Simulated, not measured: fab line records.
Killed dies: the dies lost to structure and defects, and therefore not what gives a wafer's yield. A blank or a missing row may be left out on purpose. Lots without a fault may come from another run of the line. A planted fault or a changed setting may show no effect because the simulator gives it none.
Which of the tools did it? -- flow nand harc -- 66 wafers from 22 lots sampled at 3 of the route's 1302 steps

WHAT THE GAUGES READ, wafer by wafer
NHARC_A_SGD_CUT_INSPECT_25.
lot,measured,on,raw defect count
L074,day 18 10:58,defect inspect-01,489 487 629
L075,day 18 19:55,defect inspect-02,340 335 461
L078,day 19 18:50,defect inspect-01,587 484 430
L076,day 19 18:52,defect inspect-02,386 299 325
L079,day 20 20:14,defect inspect-02,359 484 481
L077,day 20 20:22,defect inspect-02,440 534 638
L080,day 20 23:28,defect inspect-02,244 276 416
L081,day 22 02:40,defect inspect-02,578 541 397
L082,day 22 09:41,defect inspect-01,319 324 305
L083,day 22 09:46,defect inspect-01,334 397 343
L085,day 22 20:19,defect inspect-01,270 239 248
L084,day 22 20:21,defect inspect-02,347 343 430
L086,day 23 18:53,defect inspect-02,604 608 461
L089,day 24 03:35,defect inspect-01,359 513 461
L088,day 24 03:38,defect inspect-02,459 316 564
L090,day 24 12:23,defect inspect-01,344 287 358
L092,day 25 21:02,defect inspect-01,312 313 377
L091,day 25 21:02,defect inspect-02,445 434 462
L094,day 27 04:47,defect inspect-01,354 349 339
L096,day 27 14:25,defect inspect-01,284 301 276
L095,day 27 14:25,defect inspect-02,476 559 324
L097,day 27 22:49,defect inspect-02,362 407 402

NHARC_A_CONTACT_OVL_MEAS_43.
lot,measured,on,overlay x nm (nm),overlay y nm (nm)
L074,day 20 11:49,overlay-01,0.5 0.3 0.5,0.5 0.2 0.4
L075,day 20 17:56,overlay-01,0.0 0.4 0.1,-0.7 -0.6 -0.1
L078,day 21 13:02,overlay-01,-0.1 0.0 0.2,0.4 -0.2 0.1
L076,day 21 13:26,overlay-01,-0.9 -1.6 -0.8,-0.9 -0.3 -0.1
L079,day 22 15:09,overlay-01,1.0 0.7 1.0,-0.7 -0.7 -0.8
L077,day 22 15:46,overlay-02,-0.4 0.0 -0.4,1.0 1.1 0.4
L080,day 22 23:17,overlay-02,1.0 1.7 1.1,-1.2 -1.2 -1.2
L081,day 23 22:08,overlay-02,0.1 0.3 0.5,0.5 0.8 0.1
L082,day 24 04:09,overlay-01,-0.3 -0.2 -0.5,-1.2 0.0 -0.1
L083,day 24 12:47,overlay-02,-1.2 -0.9 -1.6,-1.0 -0.4 -1.0
L085,day 25 00:05,overlay-01,-0.7 -0.2 -0.4,0.9 0.6 0.6
L084,day 24 17:11,overlay-01,-0.7 -0.8 -0.5,1.0 0.0 0.9
L086,day 25 12:58,overlay-01,0.2 0.4 0.7,0.5 0.5 0.3
L089,day 26 00:36,overlay-02,-0.3 -0.6 -1.0,-0.3 -0.5 -0.7
L088,day 25 23:04,overlay-02,0.1 0.2 -0.4,1.0 0.9 1.5
L090,day 26 11:11,overlay-01,0.2 0.2 0.6,0.8 0.0 0.6
L092,day 27 17:59,overlay-01,-0.5 -0.6 -0.2,-1.0 -0.4 -1.5
L091,day 27 17:48,overlay-01,-1.2 -1.2 -1.0,-0.9 -0.6 -0.3
L094,day 28 22:01,overlay-02,0.9 1.0 0.6,0.2 0.7 0.5
L096,day 29 10:53,overlay-01,0.0 0.1 0.5,-1.7 -1.2 -1.6
L095,day 29 12:15,overlay-01,1.2 1.5 0.8,-0.6 -0.7 -0.6
L097,day 29 22:50,overlay-02,0.1 -0.2 0.3,-0.8 -0.1 -0.4

WHICH TOOL RAN EACH LOT (tool, then ch and the chambers of the sampled wafers, then the start)
lot,NHARC_A_SLIT_DESCUM_14
L074,"rie diel-10 ch 0,1,2, day 18 18:57"
L075,"rie diel-03 ch 0,1,2, day 19 00:53"
L078,"rie diel-10 ch 0,1, day 19 23:55"
L076,"rie diel-05 ch 1,2,3, day 20 00:54"
L079,"rie diel-05 ch 2,3, day 21 01:46"
L077,"rie diel-03 ch 0,1,3, day 21 01:57"
L080,"rie diel-03 ch 0,2, day 21 05:34"
L081,"rie diel-10 ch 1,2, day 22 07:40"
L082,"rie diel-03 ch 0,1, day 22 14:46"
L083,"rie diel-03 ch 2,3, day 22 18:25"
L085,"rie diel-03 ch 0,3, day 23 01:31"
L084,"rie diel-10 ch 0,1,2, day 23 01:17"
L086,"rie diel-03 ch 1,2, day 24 00:06"
L089,"rie diel-03 ch 1,3, day 24 08:38"
L088,"rie diel-03 ch 1,2,3, day 24 08:48"
L090,"rie diel-03 ch 1,2, day 24 20:23"
L092,"rie diel-10 ch 0,1,3, day 26 04:29"
L091,"rie diel-05 ch 2,3, day 26 04:50"
L094,"rie diel-03 ch 0,3, day 27 10:10"
L096,"rie diel-03 ch 0,1,2, day 27 19:37"
L095,"rie diel-03 ch 0,1,2, day 27 21:40"
L097,"rie diel-10 ch 0,1,2, day 28 03:48"
- NHARC_A_SLIT_DESCUM_14: chemistry O2, time 3 s.

WHAT THE TOOLS THEMSELVES READ (means of the sampled wafers that have a number; where no wafer has one, the mark that the record gives instead)
NHARC_A_SLIT_DESCUM_14.
lot,tool,chamber pressure mTorr (mTorr),drypump motor current A (A),oes product au (a.u.),rf vpp V (V),showerhead plenum p Torr (Torr),throttle valve pct (%)
L074,rie diel-10,59.98,6.1,1.007,57.8,1.90,11.305
L075,rie diel-03,59.95,5.2,0.994,58.5,1.99,11.313
L078,rie diel-10,60.02,6.5,0.990,57.5,1.92,11.309
L076,rie diel-05,60.06,5.8,0.997,57.4,1.97,11.305
L079,rie diel-05,60.00,5.8,0.997,58.4,1.98,11.309
L077,rie diel-03,60.03,5.3,0.997,58.0,1.97,11.306
L080,rie diel-03,59.99,5.3,0.985,57.4,1.97,11.311
L081,rie diel-10,59.98,5.7,1.013,57.4,1.88,11.313
L082,rie diel-03,59.97,5.2,0.986,58.2,2.02,11.304
L083,rie diel-03,59.93,5.4,0.995,58.4,1.90,11.310
L085,rie diel-03,60.03,5.4,0.987,57.4,1.92,11.315
L084,rie diel-10,60.03,6.1,1.010,57.8,1.90,11.314
L086,rie diel-03,60.06,5.2,0.986,58.2,2.00,11.298
L089,rie diel-03,59.95,5.4,0.998,58.2,1.93,11.308
L088,rie diel-03,60.05,5.3,0.993,57.8,1.95,11.302
L090,rie diel-03,60.00,5.2,0.985,56.5,2.00,11.301
L092,rie diel-10,59.96,6.4,0.990,58.5,1.93,11.309
L091,rie diel-05,59.99,5.8,1.014,57.6,1.98,11.316
L094,rie diel-03,59.98,5.4,1.000,56.6,1.92,11.303
L096,rie diel-03,60.04,5.2,0.994,58.4,1.99,11.309
L095,rie diel-03,60.03,5.2,0.999,57.4,1.99,11.308
L097,rie diel-10,60.01,6.1,1.000,57.9,1.89,11.307

THE ANSWER, worked out from the rows above alone
Rule: what is usual is taken from the lots themselves. Put in order of their means at a reading, lots are off if they are a third of the lots or fewer, leave a main group of 4 or more, and stand apart from it by a gap of 3 or more times the standard deviation of the main group's means; of several such gaps the widest counts. A main group whose means are all the same, to the digits that the tables above print for the reading, isn't used. Also off: a lot with no number at a reading for which 4 or more lots have one. Any other lot the step has rows for is counted as sound. First the gauges in route order, then the tools' own readings, where a lot's mean is used as printed above. The first step at which some lot is off is used, and at that step the reading that is off furthest; a lot without a number counts as furthest.
No lot is off on any of the readings shown, so nothing can be concluded from this.

WHAT THE SIMULATOR PUT IN
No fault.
